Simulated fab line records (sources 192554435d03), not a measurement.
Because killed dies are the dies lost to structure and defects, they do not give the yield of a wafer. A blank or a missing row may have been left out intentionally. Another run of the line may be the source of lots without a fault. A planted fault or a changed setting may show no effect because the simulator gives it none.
A struck lot beside a sound one    flow n5Finfet    37 out of 1938 route steps
Sound: wafers L366.1, L366.2, L366.3. Wafers struck: L356.3, L356.4, L356.5. The cause comes at the end.
At each step with rows: each side's tool, then ch and its chambers, then its first start. Under that, the readings that differ: sound wafers    struck wafers    difference of the means    sigmas: that difference in standard deviations of wafers without a fault.
alike: a reading whose means differ by less than 2 such deviations, as well as words and numbers matching on both sides. not compared: withheld readings; readings where some wafer has no value; bounds like >300 that might hide an equal value; numbers whose values overlap and for which the record gives no deviation.
The two part at a step that has a row with sigmas, a row that says differs or no value, or rows on one side only. Non-overlapping numbers with no deviation appear without sigmas and do not part them. A reading missing from all wafers of one side parts the sides only when that side holds two or more wafers.

first, 9 steps without rows for these wafers: N5_WELL_APT_COAT_19 (resist thk 950 nm); N5_WELL_APT_EBR_21; N5_WELL_APT_SOFTBAKE_20 (time 60 s); N5_WELL_APT_EXPOSE_22 (exposes mask PWELL, defocus 0 nm, target cd 200 nm); N5_WELL_APT_PEB_23 (peb time 90 s); N5_WELL_APT_DEVELOP_24 (develop time 45 s); N5_WELL_APT_HARDBAKE_29 (time 120 s); N5_WELL_APT_DESCUM_30 (chemistry O2, time 7.9 s); N5_WELL_APT_IMPLANT_31.
N5_WELL_APT_IMPLANT_32:
  sound on implanter-02 ch 0, day 7 09:20; struck on implanter-02 ch 0, day 4 21:49
reading           sound                             struck                         difference  sigmas
doseIonsCm2       1.9985e+13 2.0002e+13 1.9955e+13  2.012e+12 2.052e+12 2.017e+12  -1.795e+13  -99 or more
faradayCurrentUA  251 259 251                       26 25 25                       -228        -50
then, 25 steps without rows for these wafers: N5_WELL_APT_STRIP_33 (strips in SPM, time 900 s); N5_WELL_APT_RTA_34 (time 10 s); N5_WELL_APT_OXIDE_STRIP_42 (strips SiO2 in dHF, time 45 s, target depth 12 nm); N5_WELL_APT_PRECLEAN_36 (cleans in O3/DIW, time 45 s); N5_WELL_APT_PRECLEAN_39 (cleans in dHF, time 60 s); N5_WELL_APT_SRD_37 (time 30 s); N5_WELL_APT_EPI_41 (deposits Si from SiH4/H2, target thk 50 nm, time 297.7 s); N5_PMOS_HMC_CHANNEL_EPI_HM_DEP_34 (deposits SiO2 from TEOS/O2, target thk 36 nm, time 6.9 s); N5_PMOS_HMC_CHANNEL_EPI_COAT_31 (time 60 s, resist thk 66 nm); N5_PMOS_HMC_CHANNEL_EPI_COAT_03 (resist thk 205 nm); N5_PMOS_HMC_CHANNEL_EPI_EBR_05; N5_PMOS_HMC_CHANNEL_EPI_SOFTBAKE_04 (time 60 s); N5_PMOS_HMC_CHANNEL_EPI_EXPOSE_06 (exposes mask PMOS HMC BLK, target cd 240 nm); N5_PMOS_HMC_CHANNEL_EPI_PEB_07 (peb time 60 s); N5_PMOS_HMC_CHANNEL_EPI_DEVELOP_08 (develop time 30 s); N5_PMOS_HMC_CHANNEL_EPI_DESCUM_14 (chemistry O2, time 7.9 s); N5_PMOS_HMC_CHANNEL_EPI_ETCH_32 (etches BARC in N2/H2, stops on SiO2, target depth 85.8 nm, time 50.3 s); N5_PMOS_HMC_CHANNEL_EPI_HM_OPEN_15 (chemistry CHF3/O2, target SiO2, target depth 40.6 nm, time 20.3 s); N5_PMOS_HMC_CHANNEL_EPI_STRIP_33 (strips in N2/H2); N5_PMOS_HMC_CHANNEL_EPI_STRIP_17 (strips in SPM, time 750 s); N5_PMOS_HMC_CHANNEL_EPI_ETCH_38 (etches SiO2 in CF4, target depth 1.5 nm); N5_PMOS_HMC_CHANNEL_EPI_FIN_RECESS_16 (chemistry HBr/Cl2, target Si, target depth 54 nm, time 18 s); N5_PMOS_HMC_CHANNEL_EPI_PRECLEAN_36 (cleans in O3/DIW, time 45 s); N5_PMOS_HMC_CHANNEL_EPI_PRECLEAN_18 (cleans in DHF, time 30 s); N5_PMOS_HMC_CHANNEL_EPI_SRD_19 (time 30 s).
-- a jump in the record: the struck wafers' starts before and after are 7 days apart (it breaks off in module PMOS_HMC_CHANNEL_EPI and resumes in module BEOL_M4, where the first step shown is number 1111 of the route) --
N5_BEOL_M4_RC_MEAS_101:
  sound on prober-01 ch 0, day 13 23:52; struck on prober-02 ch 0, day 11 09:58
reading             sound              struck             difference  sigmas
CJ_N                4.21 4.38 4.26     1.43 1.40 1.41     -2.87       -30
DIBL_N (mV/V)       38.3 39.1 38.0     60.3 60.7 59.4     +21.7       +13
IOFF_N (nA/um)      0.16 0.19 0.15     2.17 2.35 2.28     +2.10       +66
IOFF_N_85C (nA/um)  3.2 3.6 3.0        28.0 29.9 29.5     +25.9       +50
IOFF_N_LIN (nA/um)  0.075 0.082 0.069  0.175 0.188 0.194  +0.110      +9
ION_N (uA/um)       664 687 659        700 697 705        +31         +3
RS_PWELL (ohm/sq)   3009 3038 3055     3183 3180 3213     +158        +6
SS_N (mV/dec)       71.9 72.6 71.8     97.0 97.5 94.6     +24.3       +40
VT_N (mV)           253 248 252        243 242 241        -9          -3
  alike: DIBL_P, IOFF_P, ION_P, SS_P, VT_P
-- record jumps: 4 days separate the struck wafers' starts on either side; left off in module BEOL_M4, taken up again in module PASSIVATION, whose first shown step is the route's number 1936 --
N5_PASSIVATION_PROBE_49:
  sound on prober-02, day 18 14:28; struck on prober-02, day 15 15:29
reading                  sound           struck             difference  sigmas
defectLimitedYield (%)   94.8 94.3 93.0  90.5 92.1 90.0     -3.2        -2
killedDies               61 67 83        112 93 118         +37         +2
sort_bin_4_leakage (%)   0 0 0           90.51 92.12 90.00  +90.88      +99 or more
sort_bin_5_function (%)  2.5 3.2 4.1     6.0 5.1 5.7        +2.3        +3
sortNPass                1119 1113 1097  0 0 0              -1110       -65
sortYieldPct (%)         94.8 94.3 93.0  0 0 0              -94         -67
  alike: killed_at_M0_to_M3, killed_at_M4_up, killedAtContacts, killedAtFrontEnd, killedAtOther, killedOpen, killedShort, sort_bin_6_memory, sort_bin_8_speed

## WHERE THEY PART
At N5_WELL_APT_IMPLANT_32 first; at N5_PASSIVATION_PROBE_49 last (within this record only).

WHY: whatever the simulator had introduced
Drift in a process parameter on implanter-02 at N5_WELL_APT_IMPLANT_32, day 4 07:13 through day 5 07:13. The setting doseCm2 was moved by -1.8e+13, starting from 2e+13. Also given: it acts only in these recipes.
